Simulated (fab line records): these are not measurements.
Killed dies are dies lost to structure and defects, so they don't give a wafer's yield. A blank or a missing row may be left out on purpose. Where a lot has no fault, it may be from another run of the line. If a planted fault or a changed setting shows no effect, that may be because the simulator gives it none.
Matching of chambers ; flow nand-harc ; NHARC_A_BLC_ETCH_16 on rie-diel-09: 4 sister chambers
The step etches the open film in CF4, target depth 39 nm, time 65 s. 8 wafers are shown with their chamber, then 7 later ones without.

WAFERS PAIRED WITH THEIR CHAMBERS
wafer;chamber;drypump-motor-current-A (A);oes-product-au (a.u.)
L819.2;1;5.54;1.014
L819.6;3;5.88;1.000
L823.3;0;5.39;1.009
L823.4;1;5.56;1.006
L823.6;3;5.86;0.998
L824.1;0;5.44;1.005
L824.4;2;6.03;0.993
L824.5;2;6.02;0.994

WAFERS WHOSE CHAMBER IS MISSING
wafer;drypump-motor-current-A (A);oes-product-au (a.u.)
L833.3;5.41;1.009
L833.4;5.86;1.004
L833.5;5.87;0.995
L834.1;6.04;1.010
L834.4;5.87;1.007
L836.4;6.01;1.010
L836.5;5.86;1.004

CHAMBER TAKEN BY EACH
wafer;from the rows above;in truth
L833.3;0;0
L833.4;3;3
L833.5;3;3
L834.1;2;2
L834.4;3;3
L836.4;2;2
L836.5;3;3
Correctly placed: 7 of 7. Can't be placed from these rows: 0. Wrongly placed: 0.
How it was worked out, from the rows above alone: a wafer's distance from a chamber is the root of the sum, over the readings, of the square of ((its reading less the chamber's mean) divided by the reading's scatter). The wafer belongs to the nearest chamber; if the next one is less than 2 further off, it can't be placed. Each chamber's mean is taken over the wafers shown for it. The scatter: take each reading less its chamber's mean, square it, sum over the shown wafers, divide by the number of wafers less the number of chambers, and take the root.
